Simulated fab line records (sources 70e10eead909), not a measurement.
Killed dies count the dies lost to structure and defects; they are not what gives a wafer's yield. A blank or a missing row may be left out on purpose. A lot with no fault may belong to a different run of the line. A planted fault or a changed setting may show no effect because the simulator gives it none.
The tool behind it: which one? | flow nand_harc | 6 lots, 18 wafers sampled, at 4 steps of a route of 1302

## WHAT THE GAUGES SHOWED, per wafer
NHARC_END_SORT_01.
lot  | measured     | on        | killed_at_array
L274 | day 29 01:24 | prober-01 | 673 673 675

## WHICH TOOL RAN EACH LOT (tool, then ch and the chambers of the sampled wafers, then the start)
lot  | NHARC_A_SGD_CUT_ETCH_58            | NHARC_A_SGD_CUT_ETCH_59            | NHARC_A_SGD_CUT_STRIP_17
L267 | rie_diel-01 ch 0,2,3, day 21 12:14 | rie_diel-01 ch 1,3, no start       | rie_diel-01 ch 1,2,3, no start
L272 | rie_diel-01 ch 0,1, day 23 14:43   | rie_diel-01 ch 1,2,3, no start     | rie_diel-01 ch 0,1, no start
L274 | rie_diel-07 ch 0,2, day 23 19:25   | rie_diel-07 ch 0,2,3, day 23 19:32 | rie_diel-07 ch 2,3, day 29 01:24 or earlier
L279 | rie_diel-01 ch 0,1,3, day 25 08:14 | rie_diel-01 ch 0,1,2, no start     | rie_diel-01 ch 0,1,3, no start
L282 | rie_diel-07 ch 2,3, day 27 06:02   | rie_diel-07 ch 0,2, no start       | rie_diel-07 ch 0,1,2, no start
L286 | rie_diel-01 ch 0,1,2, day 28 12:00 | rie_diel-01 ch 0,1,2, no start     | rie_diel-01 ch 0,1, no start
- NHARC_A_SGD_CUT_ETCH_58: etches the open film in CF4, target depth 39 nm, time 65 s.
- NHARC_A_SGD_CUT_ETCH_59: etches the open film in N2/H2, target depth 260 nm, time 406.25 s.
- NHARC_A_SGD_CUT_STRIP_17: strips in O2.

## THE ANSWER, worked out from the rows above alone
Rule: usual is defined by the lots themselves. The widest of any qualifying gaps counts: lots, ordered by their means at a reading, are off when they make up no more than a third of the lots, leave a main group of 4 or more, and stand apart from it by 3 or more times the standard deviation of that group's means. The tables above print the reading to a certain number of digits; a main group whose means all agree to those digits is not used. Also off: a lot with no number at a reading for which 4 or more lots have one. Any other lot the step has rows for is counted as sound.
No lot is off on any of the readings shown, so nothing can be concluded from this.

## WHAT THE SIMULATOR PUT IN
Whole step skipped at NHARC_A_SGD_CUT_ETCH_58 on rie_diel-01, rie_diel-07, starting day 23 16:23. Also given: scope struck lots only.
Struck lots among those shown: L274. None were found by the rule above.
